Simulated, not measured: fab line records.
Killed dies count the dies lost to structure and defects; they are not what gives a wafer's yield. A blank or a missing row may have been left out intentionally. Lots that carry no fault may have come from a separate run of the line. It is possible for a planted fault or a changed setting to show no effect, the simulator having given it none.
fab line records + flow n5_finfet
record:
- lots: 11
- wafers: 31
- last_day: 19
route steps=1938 shown BEOL_M5@1115 PASSIVATION@1936
lots that met no fault: from a run of the same line without faults
start_h: the number of hours between the record's first day and the start of the first shown wafer of the lot + wait_h: hours elapsed since this lot's preceding step + " as in the row above + L1.1+2: a row that stands for several wafers + - either no value or no given start + * or withheld: withheld + < > ~ a bound
route shown NAME@n: names a module that has steps shown in the file, with the first one's number in the route + usual: mean/standard deviation of fault-free wafers + same: alike in all rows + chamber/n: place in a boat + sites: per-site readings + _std_site: the standard deviation of these + _edge_site: the outer-site mean with the inner-site mean subtracted + radius_mm: how far each site lies from the wafer's centre + mask NAME#n: copy n + behind: the tool/chamber that last shaped the wafer + hold: what put the lot on hold/how long, in hours/how the hold closed + device: which transistor (n, p or np) failed to switch + end of line: the tests these same wafers got at the end of their route + a step without rows: its recipe alone + killed: dies lost to structure and defects at the first sort, not the wafer's yield + map: dies across one wafer; x = killed, . = not, _ = none there
set.NAME: the setting the step ran with; set.NAME@STEP: the setting that earlier step ran with + model.NAME: the simulator's own value behind a step, which no gauge read
one table for each step of the route and one row for each wafer, over a sample of lots
services: from which hour (start_h, from the record's first day; less than 0 if before it) a tool's chamber was out of use, for how many hours, and why
== steps ==
step: N5_BEOL_M5_PECVD_70
recipe:
- material: SiO2
- target_thk_a: 160
- temp_c: 400
- precursor: TEOS/O2
- pressure_torr: 5.5
- rf_w: 450
- teos_flow_sccm: 53.8
- gas: O2
- flow_sccm: 3000
- time_s: 18
usual:
- heater_power_w: 793/97
- showerhead_plenum_p_Torr: 8.77/0.092
- throttle_valve_pct: 23.0/1.1
| lot.wafer | tool     | chamber | start_h | wait_h | heater_power_w | showerhead_plenum_p_Torr | since_wet_clean_h | throttle_valve_pct |
|-----------|----------|---------|---------|--------|----------------|--------------------------|-------------------|--------------------|
| L121.2    | pecvd-01 | 2       | 190.25  | 0.0    | 891            | 8.69                     | 240               | 20.8               |
| L121.3    | "        | 1       | "       | "      | 778            | 8.85                     | 1800              | 23.0               |
| L121.4    | "        | 1       | "       | "      | 777            | 8.88                     | -                 | 22.7               |
| L122.2    | pecvd-01 | 0       | 203.84  | 0.0    | 646            | 8.59                     | 1089              | 24.5               |
| L122.5    | "        | 1       | "       | "      | 875            | 8.88                     | -                 | 22.9               |
| L122.6    | "        | 2       | "       | "      | 789            | 8.68                     | -                 | 20.9               |
| L124.4    | pecvd-03 | 2       | 218.19  | 0.1    | 892            | 8.80                     | -                 | 23.1               |
| L124.5    | "        | 0       | "       | "      | 704            | 8.80                     | -                 | 22.6               |
| L124.6    | "        | 1       | "       | "      | 868            | 8.81                     | -                 | 23.2               |
| L129.1    | pecvd-01 | 2       | 264.28  | 0.0    | 847            | 8.69                     | 314               | 20.9               |
| L129.2    | "        | 1       | "       | "      | 908            | 8.88                     | 1874              | 22.8               |
| L129.5    | "        | 1       | "       | "      | 924            | 8.87                     | -                 | 22.6               |
| L128.3    | pecvd-01 | 0       | 265.21  | 0.0    | 687            | 8.57                     | 1150              | 24.7               |
| L128.5    | "        | 2       | "       | "      | 786            | 8.70                     | -                 | 21.1               |
| L134.2    | pecvd-01 | 2       | 292.85  | 0.0    | 819            | 8.70                     | 342               | 21.0               |
| L134.3    | "        | 0       | "       | "      | 719            | 8.56                     | 1178              | 24.9               |
| L135.3    | pecvd-03 | 2       | 295.96  | 0.0    | 861            | 8.79                     | 608               | 23.2               |
| L135.4    | "        | 0       | "       | "      | 738            | 8.82                     | -                 | 22.3               |
| L135.5    | "        | 1       | "       | "      | 850            | 8.83                     | -                 | 23.2               |
| L138.3    | pecvd-03 | 1       | 301.03  | 0.0    | 902            | 8.83                     | 2092              | 23.8               |
| L138.4    | "        | 0       | "       | "      | 735            | 8.80                     | -                 | 22.7               |
| L138.6    | "        | 2       | "       | "      | 856            | 8.81                     | -                 | 23.3               |
| L137.1    | pecvd-02 | 0       | 303.61  | 0.0    | 569            | 8.79                     | 826               | 23.2               |
| L137.4    | "        | 1       | "       | "      | 942            | 8.90                     | -                 | 23.7               |
| L137.5    | "        | 0       | "       | "      | 552            | 8.82                     | -                 | 23.3               |
| L140.2    | pecvd-03 | 2       | 308.62  | 0.0    | 859            | 8.80                     | 621               | 23.3               |
| L140.3    | "        | 0       | "       | "      | 722            | 8.81                     | 1375              | 22.7               |
| L140.5    | "        | 2       | "       | "      | 871            | 8.79                     | -                 | 23.2               |
| L139.2    | pecvd-02 | 2       | 348.61  | 0.0    | 873            | 8.76                     | 114               | 21.7               |
| L139.3    | "        | 0       | "       | "      | 682            | 8.81                     | 871               | 23.4               |
| L139.5    | "        | 2       | "       | "      | 873            | 8.77                     | -                 | 21.7               |
step: N5_BEOL_M5_SPUTTER_88
recipe:
- material: Cu
- target_thk_a: 150
- temp_c: -20
- chamber_pressure_pa: 0.07
- power_w: withheld
- time_s: 27.62
usual:
- chuck_gas_flow_sccm: 1.26/0.048
- throttle_valve_pct: 30.0/0.83
| lot.wafer | tool           | chamber | start_h | wait_h | chuck_gas_flow_sccm | throttle_valve_pct |
|-----------|----------------|---------|---------|--------|---------------------|--------------------|
| L121.2    | pvd_sputter-02 | -       | 201.17  | 0.5    | 1.28                | 28.3               |
| L121.3    | "              | -       | "       | "      | 1.19                | 30.2               |
| L121.4    | "              | -       | "       | "      | 1.27                | 29.7               |
| L122.2    | pvd_sputter-01 | -       | 211.72  | 0.5    | 1.31                | 29.7               |
| L122.5    | "              | -       | "       | "      | 1.37                | 29.7               |
| L122.6    | "              | -       | "       | "      | 1.21                | 29.5               |
| L124.4    | pvd_sputter-02 | -       | 228.80  | 0.5    | 1.26                | 30.3               |
| L124.5    | "              | -       | "       | "      | 1.24                | 28.5               |
| L124.6    | "              | -       | "       | "      | 1.27                | 30.3               |
| L129.1    | pvd_sputter-03 | -       | 271.69  | 0.5    | 1.22                | 29.5               |
| L129.2    | "              | -       | "       | "      | 1.26                | 28.9               |
| L129.5    | "              | -       | "       | "      | 1.30                | 29.2               |
| L128.3    | pvd_sputter-02 | -       | 275.54  | 0.5    | 1.28                | 31.0               |
| L128.5    | "              | -       | "       | "      | 1.28                | 29.6               |
| L134.2    | pvd_sputter-01 | -       | 301.87  | 0.5    | 1.24                | 29.7               |
| L134.3    | "              | -       | "       | "      | 1.32                | 30.0               |
| L135.3    | pvd_sputter-02 | -       | 310.64  | 4.0    | 1.31                | 28.8               |
| L135.4    | "              | -       | "       | "      | 1.24                | 29.6               |
| L135.5    | "              | -       | "       | "      | 1.38                | 30.5               |
| L138.3    | pvd_sputter-02 | -       | 315.08  | 0.5    | 1.16                | 31.0               |
| L138.4    | "              | -       | "       | "      | 1.28                | 28.7               |
| L138.6    | "              | -       | "       | "      | 1.25                | 29.5               |
| L137.1    | pvd_sputter-01 | -       | 315.76  | 0.5    | 1.27                | 29.5               |
| L137.4    | "              | -       | "       | "      | 1.31                | 30.7               |
| L137.5    | "              | -       | "       | "      | 1.30                | 31.7               |
| L140.2    | pvd_sputter-03 | -       | 316.39  | 0.5    | 1.31                | 29.3               |
| L140.3    | "              | -       | "       | "      | 1.18                | 30.5               |
| L140.5    | "              | -       | "       | "      | 1.19                | 29.2               |
| L139.2    | pvd_sputter-03 | -       | 359.13  | 0.5    | 1.34                | 30.9               |
| L139.3    | "              | -       | "       | "      | 1.29                | 30.6               |
| L139.5    | "              | -       | "       | "      | 1.17                | 28.9               |
step: N5_BEOL_M5_CMP_52
recipe:
- stop_on: SiCOH_lowk
- t_overpolish_s: 6.9
- down_force_psi: 1
- platen_rpm: 50
- clearing_platen_down_force_psi: 1.5
- clearing_platen_rpm: 50
- post_cmp_clean: cu_alkaline
- target_thk_nm: 62
- clearing_platen_pad_velocity_m_s: 0.99484
- pad_velocity_m_s: 0.99484
usual:
- barrier_field_endpoint_s: 24.5/0.53
- clearing_platen_down_force_psi: 1.500/0.0031
- head_pressure_psi: 0.9999/0.0023
- motor_current_A: 6.4/0.69
| lot.wafer | tool   | chamber | start_h | wait_h | barrier_field_endpoint_s | clearing_platen_down_force_psi | head_pressure_psi | motor_current_A |
|-----------|--------|---------|---------|--------|--------------------------|--------------------------------|-------------------|-----------------|
| L121.4    | cmp-03 | 2       | 202.78  | 0.1    | 23.8                     | 1.502                          | 1.0006            | 6.2             |
| L121.2    | "      | 3       | "       | "      | 24.0                     | 1.498                          | 0.9967            | 6.3             |
| L121.3    | "      | 0       | "       | "      | 24.3                     | 1.498                          | 1.0024            | 5.7             |
| L122.2    | cmp-02 | 3       | 213.42  | 0.3    | 25.1                     | 1.501                          | 1.0014            | 5.1             |
| L122.5    | "      | 0       | "       | "      | 25.5                     | 1.501                          | 1.0002            | 6.3             |
| L122.6    | "      | 1       | "       | "      | 26.1                     | 1.500                          | 0.9988            | 7.7             |
| L124.4    | cmp-02 | 1       | 230.79  | 0.3    | 25.2                     | 1.500                          | 0.9993            | 7.2             |
| L124.6    | "      | 3       | "       | "      | 24.0                     | 1.503                          | 0.9978            | 5.5             |
| L124.5    | "      | 0       | "       | "      | 24.5                     | 1.497                          | 0.9994            | 6.5             |
| L129.1    | cmp-03 | 1       | 273.31  | 0.3    | 25.2                     | 1.501                          | 1.0011            | 6.5             |
| L129.2    | "      | 0       | "       | "      | 24.9                     | 1.502                          | 1.0022            | 5.5             |
| L129.5    | "      | 2       | "       | "      | 19.7                     | 1.499                          | 0.9991            | 6.1             |
| L128.3    | cmp-04 | 1       | 277.22  | 0.3    | 19.6                     | 1.498                          | 0.9980            | 5.3             |
| L128.5    | "      | 2       | "       | "      | 20.3                     | 1.502                          | 0.9974            | 6.6             |
| L134.3    | cmp-02 | 3       | 303.47  | 0.2    | 19.4                     | 1.502                          | 0.9992            | 5.3             |
| L134.2    | "      | 1       | "       | "      | 23.7                     | 1.502                          | 1.0014            | 7.2             |
| L135.4    | cmp-04 | 2       | 312.23  | 0.1    | 24.7                     | 1.499                          | 0.9982            | 6.4             |
| L135.3    | "      | 3       | "       | "      | 24.2                     | 1.499                          | 1.0043            | 7.8             |
| L135.5    | "      | 2       | "       | "      | 24.8                     | 1.500                          | 0.9974            | 6.3             |
| L138.4    | cmp-03 | 0       | 316.74  | 0.2    | 24.3                     | 1.499                          | 1.0035            | 5.6             |
| L138.3    | "      | 1       | "       | "      | 24.2                     | 1.497                          | 0.9980            | 6.5             |
| L138.6    | "      | 3       | "       | "      | 24.3                     | 1.494                          | 1.0006            | 6.2             |
| L137.4    | cmp-02 | 1       | 317.38  | 0.2    | 24.3                     | 1.505                          | 1.0030            | 7.7             |
| L137.1    | "      | 2       | "       | "      | 23.8                     | 1.508                          | 1.0004            | 6.3             |
| L137.5    | "      | 0       | "       | "      | 24.4                     | 1.498                          | 1.0017            | 6.4             |
| L140.3    | cmp-02 | 2       | 318.05  | 0.2    | 25.1                     | 1.497                          | 0.9998            | 6.2             |
| L140.2    | "      | 3       | "       | "      | 24.4                     | 1.499                          | 1.0013            | 5.5             |
| L140.5    | "      | 1       | "       | "      | 25.1                     | 1.497                          | 1.0001            | 7.5             |
| L139.3    | cmp-02 | 2       | 360.72  | 0.2    | 24.8                     | 1.505                          | 0.9947            | 6.5             |
| L139.2    | "      | 3       | "       | "      | 24.5                     | 1.502                          | 0.9992            | 5.8             |
| L139.5    | "      | 3       | "       | "      | 24.8                     | 1.503                          | 0.9983            | 5.2             |
step: N5_BEOL_M5_THK_MEAS_53
recipe:
- thk_meas_gauge: xrf
- reads: Cu_of_BEOL_M5_ECD_50
usual:
- M5_THK: 61.9/1.3
| lot.wafer | tool          | chamber | start_h | wait_h | M5_THK[nm] |
|-----------|---------------|---------|---------|--------|------------|
| L121.2    | film_metro-02 | -       | 203.07  | -      | 60.2       |
| L121.3    | "             | -       | "       | "      | 64.5       |
| L121.4    | "             | -       | "       | "      | 61.4       |
| L122.2    | film_metro-02 | -       | 213.60  | -      | 61.4       |
| L122.5    | "             | -       | "       | "      | 62.6       |
| L122.6    | "             | -       | "       | "      | 63.6       |
| L124.4    | film_metro-01 | -       | 231.01  | -      | 62.7       |
| L124.5    | "             | -       | "       | "      | 60.2       |
| L124.6    | "             | -       | "       | "      | 64.2       |
| L129.1    | film_metro-01 | -       | 273.61  | -      | 62.1       |
| L129.2    | "             | -       | "       | "      | 62.1       |
| L129.5    | "             | -       | "       | "      | 61.5       |
| L128.3    | film_metro-02 | -       | 277.52  | -      | 62.9       |
| L128.5    | "             | -       | "       | "      | 62.1       |
| L134.2    | film_metro-02 | -       | 303.77  | -      | 61.5       |
| L134.3    | "             | -       | "       | "      | 62.8       |
| L135.3    | film_metro-01 | -       | 312.52  | -      | 64.6       |
| L135.4    | "             | -       | "       | "      | 63.0       |
| L135.5    | "             | -       | "       | "      | 63.4       |
| L138.3    | film_metro-02 | -       | 316.96  | -      | 59.8       |
| L138.4    | "             | -       | "       | "      | 60.8       |
| L138.6    | "             | -       | "       | "      | 63.5       |
| L137.1    | film_metro-01 | -       | 317.64  | -      | 62.2       |
| L137.4    | "             | -       | "       | "      | 61.9       |
| L137.5    | "             | -       | "       | "      | 62.7       |
| L140.2    | film_metro-02 | -       | 318.27  | -      | 63.1       |
| L140.3    | "             | -       | "       | "      | 63.2       |
| L140.5    | "             | -       | "       | "      | 62.0       |
| L139.2    | film_metro-01 | -       | 361.02  | -      | 61.8       |
| L139.3    | "             | -       | "       | "      | 62.5       |
| L139.5    | "             | -       | "       | "      | 62.1       |
step: N5_BEOL_M5_RS_MEAS_57
recipe:
- thk_meas_gauge: four-point-probe
- reads: Co_of_BEOL_M5_CO_CAP_78+Cu_of_BEOL_M5_ECD_50+Co_of_BEOL_M5_CVD_47+TaN_of_BEOL_M5_ALD_86
usual:
- M5_RS: 0.386/0.01
| lot.wafer | tool          | chamber | start_h | wait_h | M5_RS[ohm/sq] |
|-----------|---------------|---------|---------|--------|---------------|
| L121.2    | film_metro-01 | -       | 203.33  | 0.1    | 0.401         |
| L121.3    | "             | -       | "       | "      | 0.367         |
| L121.4    | "             | -       | "       | "      | 0.389         |
| L122.2    | film_metro-02 | -       | 213.86  | 0.1    | 0.387         |
| L122.5    | "             | -       | "       | "      | 0.380         |
| L122.6    | "             | -       | "       | "      | 0.371         |
| L124.4    | film_metro-01 | -       | 231.27  | 0.0    | 0.381         |
| L124.5    | "             | -       | "       | "      | 0.400         |
| L124.6    | "             | -       | "       | "      | 0.370         |
| L129.1    | film_metro-01 | -       | 273.87  | 0.0    | 0.390         |
| L129.2    | "             | -       | "       | "      | 0.390         |
| L129.5    | "             | -       | "       | "      | 0.391         |
| L128.3    | film_metro-02 | -       | 277.78  | 0.1    | 0.379         |
| L128.5    | "             | -       | "       | "      | 0.385         |
| L134.2    | film_metro-02 | -       | 304.03  | 0.1    | 0.390         |
| L134.3    | "             | -       | "       | "      | 0.379         |
| L135.3    | film_metro-02 | -       | 312.78  | 0.1    | 0.368         |
| L135.4    | "             | -       | "       | "      | 0.382         |
| L135.5    | "             | -       | "       | "      | 0.374         |
| L138.3    | film_metro-01 | -       | 317.22  | 0.1    | 0.407         |
| L138.4    | "             | -       | "       | "      | 0.396         |
| L138.6    | "             | -       | "       | "      | 0.376         |
| L137.1    | film_metro-01 | -       | 317.90  | 0.0    | 0.384         |
| L137.4    | "             | -       | "       | "      | 0.385         |
| L137.5    | "             | -       | "       | "      | 0.379         |
| L140.2    | film_metro-01 | -       | 318.53  | 0.1    | 0.377         |
| L140.3    | "             | -       | "       | "      | 0.380         |
| L140.5    | "             | -       | "       | "      | 0.388         |
| L139.2    | film_metro-01 | -       | 361.28  | 0.1    | 0.385         |
| L139.3    | "             | -       | "       | "      | 0.380         |
| L139.5    | "             | -       | "       | "      | 0.381         |
step: N5_PASSIVATION_PROBE_49
usual:
- defect_limited_yield: 91.2/1.4
- killed_at_M0_to_M3: 34/9.7
- killed_at_M4_up: 14/5.2
- killed_at_contacts: 13/6.7
- killed_at_front_end: 39/11
- killed_at_other: 3.6/2.6
- killed_dies: 104/17
- killed_on_rim: 13/3.8
- killed_open: 69/12
- killed_short: 34/8.2
- sort_bin_5_function: 5.3/0.89
- sort_bin_6_memory: 3.2/0.69
- sort_n_pass: 1076/17
- sort_yield_pct: 91.2/1.4
same:
- gross_dies: 1180
- killed_at_back_side: 0
- sort_bin_4_leakage[%]: 0
- sort_bin_8_speed[%]: 0
| lot.wafer | tool      | chamber | start_h | wait_h | defect_limited_yield[%] | killed_at_M0_to_M3 | killed_at_M4_up | killed_at_contacts | killed_at_front_end | killed_at_other | killed_dies | killed_on_rim | killed_open | killed_short | sort_bin_5_function[%] | sort_bin_6_memory[%] | sort_n_pass | sort_yield_pct[%] |
|-----------|-----------|---------|---------|--------|-------------------------|--------------------|-----------------|--------------------|---------------------|-----------------|-------------|---------------|-------------|--------------|------------------------|----------------------|-------------|-------------------|
| L121.2    | prober-02 | -       | 293.24  | 0.1    | 91.3                    | 40                 | 9               | 10                 | 40                  | 4               | 103         | 8             | 83          | 19           | 5.8                    | 2.8                  | 1077        | 91.3              |
| L121.3    | prober-02 | -       | 293.29  | 0.1    | 91.2                    | 48                 | 13              | 8                  | 32                  | 3               | 104         | 11            | 63          | 38           | 6.2                    | 2.5                  | 1076        | 91.2              |
| L121.4    | prober-02 | -       | 293.34  | 0.2    | 92.0                    | 37                 | 16              | 8                  | 28                  | 5               | 94          | 6             | 62          | 31           | 4.7                    | 3.1                  | 1086        | 92.0              |
| L135.3    | prober-02 | -       | 409.12  | 0.1    | 90.2                    | 41                 | 12              | 10                 | 52                  | 1               | 116         | 12            | 67          | 49           | 5.8                    | 3.7                  | 1064        | 90.2              |
| L135.4    | prober-02 | -       | 409.17  | 0.2    | 92.1                    | 46                 | 9               | 11                 | 26                  | 1               | 93          | 13            | 69          | 24           | 4.8                    | 2.7                  | 1087        | 92.1              |
| L135.5    | prober-02 | -       | 409.22  | 0.2    | 89.1                    | 43                 | 13              | 18                 | 50                  | 5               | 129         | 13            | 75          | 52           | 6.2                    | 4.2                  | 1051        | 89.1              |
| L137.1    | prober-01 | -       | 416.19  | 0.0    | 93.1                    | 20                 | 21              | 2                  | 34                  | 5               | 82          | 9             | 60          | 22           | 4.2                    | 2.6                  | 1098        | 93.1              |
| L137.4    | prober-01 | -       | 416.34  | 0.2    | 90.7                    | 19                 | 22              | 11                 | 45                  | 13              | 110         | 13            | 74          | 36           | 5.2                    | 3.6                  | 1070        | 90.7              |
| L137.5    | prober-01 | -       | 416.39  | 0.2    | 91.0                    | 30                 | 14              | 12                 | 49                  | 1               | 106         | 12            | 73          | 33           | 5.8                    | 2.7                  | 1074        | 91.0              |
killed by level:class
L121.2 STI_FIN_REVEAL:geometric_particle:open=18 BEOL_M2:geometric_particle:open=18 FIN_SAQP:geometric_particle:open=8 MOL_CONTACT_COAG:geometric_particle:open=8 BEOL_M3:geometric_particle:open=6 BEOL_M4:geometric_particle:open=5 DUMMY_GATE:geometric_particle:open=4 BEOL_M0_SAQP:geometric_particle:open=4
L121.3 BEOL_M3:geometric_particle:open=16 BEOL_M1:geometric_particle:short=8 MOL_CONTACT_COAG:geometric_particle:open=7 FIN_SAQP:geometric_particle:open=6 GATE_CUT:geometric_particle:short=6 BEOL_M0_SAQP:geometric_particle:open=6 BEOL_M0_SAQP:geometric_particle:short=5 BEOL_M2:geometric_particle:open=5
L121.4 BEOL_M3:geometric_particle:open=12 STI_FIN_REVEAL:geometric_particle:open=10 MOL_CONTACT_COAG:geometric_particle:open=7 BEOL_M2:geometric_particle:open=7 BEOL_M4:geometric_particle:open=6 BEOL_M0_SAQP:geometric_particle:short=5 BEOL_M1:geometric_particle:short=4 FIN_SAQP:geometric_particle:short=3
L135.3 FIN_SAQP:geometric_particle:short=13 GATE_CUT:geometric_particle:short=10 DUMMY_GATE:geometric_particle:open=8 MOL_CONTACT_COAG:geometric_particle:open=8 BEOL_M3:geometric_particle:open=8 FIN_SAQP:geometric_particle:open=7 BEOL_M0_SAQP:geometric_particle:short=7 BEOL_M0_SAQP:geometric_particle:open=7
L135.4 BEOL_M3:geometric_particle:open=14 BEOL_M0_SAQP:geometric_particle:open=11 MOL_CONTACT_COAG:geometric_particle:open=9 DUMMY_GATE:geometric_particle:open=8 FIN_SAQP:geometric_particle:short=6 BEOL_M0_SAQP:geometric_particle:short=6 BEOL_M2:geometric_particle:open=5 BEOL_M1:geometric_particle:open=5
L135.5 MOL_CONTACT_COAG:geometric_particle:open=16 FIN_SAQP:geometric_particle:short=15 BEOL_M0_SAQP:geometric_particle:short=11 BEOL_M1:geometric_particle:open=11 FIN_SAQP:geometric_particle:open=7 BEOL_M3:geometric_particle:open=7 BEOL_M0_SAQP:geometric_particle:open=7 DUMMY_GATE:geometric_particle:open=7
L137.1 FIN_SAQP:geometric_particle:open=11 BEOL_M4:geometric_particle:open=11 BEOL_M7:geometric_particle:open=6 GATE_CUT:geometric_particle:open=5 BEOL_M1:geometric_particle:open=5 GATE_CUT:geometric_particle:short=4 STARTING-WAFER:geometric_particle:short=4 BEOL_M0_SAQP:geometric_particle:open=3
L137.4 FIN_SAQP:geometric_particle:open=23 MOL_CONTACT_COAG:geometric_particle:open=9 BEOL_M4:geometric_particle:open=8 BEOL_M0_SAQP:geometric_particle:open=7 BEOL_M0_SAQP:geometric_particle:short=6 GATE_CUT:geometric_particle:short=5 FIN_SAQP:geometric_particle:short=4 BEOL_M4:geometric_particle:short=4
L137.5 FIN_SAQP:geometric_particle:open=13 MOL_CONTACT_COAG:geometric_particle:open=10 GATE_CUT:geometric_particle:short=8 BEOL_M0_SAQP:geometric_particle:short=7 FIN_SAQP:geometric_particle:short=6 DUMMY_GATE:geometric_particle:open=6 BEOL_M0_SAQP:geometric_particle:open=6 BEOL_M2:geometric_particle:open=6
== services ==
| tool     | chamber | start_h | hours | kind                           |
|----------|---------|---------|-------|--------------------------------|
| cmp-04   | -       | 175.54  | 6.0   | repair                         |
| pecvd-02 | 0       | 178.65  | 2.1   | scheduled_down                 |
| pecvd-03 | -       | 187.92  | 0.5   | repair                         |
| pecvd-01 | -       | 196.57  | 1.0   | repair                         |
| pecvd-02 | 2       | 205.98  | -     | clean                          |
| pecvd-02 | 2       | 205.98  | -     | consumable_replace:showerhead  |
| pecvd-02 | 2       | 205.98  | 29.0  | scheduled_down                 |
| pecvd-02 | 2       | 205.98  | 29.0  | vent_cycle                     |
| cmp-03   | -       | 226.24  | 1.2   | repair                         |
| pecvd-03 | -       | 232.47  | 0.8   | repair                         |
| cmp-04   | -       | 235.82  | 1.6   | repair                         |
| cmp-04   | -       | 242.09  | 4.0   | pm                             |
| pecvd-02 | 1       | 245.14  | 2.1   | scheduled_down                 |
| cmp-03   | -       | 248.30  | 4.0   | pm                             |
| cmp-03   | -       | 252.30  | -     | consumable_replace:conditioner |
| cmp-03   | -       | 252.30  | -     | consumable_replace:pad         |
| cmp-03   | -       | 252.82  | 19.2  | pm                             |
| cmp-02   | -       | 265.42  | 0.7   | repair                         |
| cmp-04   | -       | 272.07  | 3.8   | pm                             |
| pecvd-03 | -       | 272.18  | 0.5   | repair                         |
| pecvd-02 | -       | 276.42  | 0.9   | repair                         |
| pecvd-02 | -       | 311.50  | 0.8   | repair                         |
| pecvd-03 | 2       | 335.56  | 2.1   | scheduled_down                 |
| cmp-04   | -       | 343.66  | 0.2   | repair                         |
== key ==
first_sign:
- step: N5_BEOL_M5_CMP_52
- reading: barrier_field_endpoint_s
- direction: down
- sigmas: 9.1
- usual: 24.5
- struck: 19.7
effect none on later readings
met_at N5_BEOL_M5_PECVD_70
struck_lots L128,L129,L134
struck_wafers L128.3,L128.5,L129.5,L134.3
not_acting_at N5_BEOL_M5_SPUTTER_88,N5_BEOL_M5_THK_MEAS_53,N5_BEOL_M5_RS_MEAS_57
onset_between 203.84 264.28
fault:
- kind: process_parameter_drift
- tool: pecvd-01
- chamber: -
- onset_h: 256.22
- steps: N5_BEOL_M5_PECVD_70
- channel: time_s
- offset: *
- shape: step
- end_h: 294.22
- scope: struck_wafers_only
- acts_in: *
- stated: *
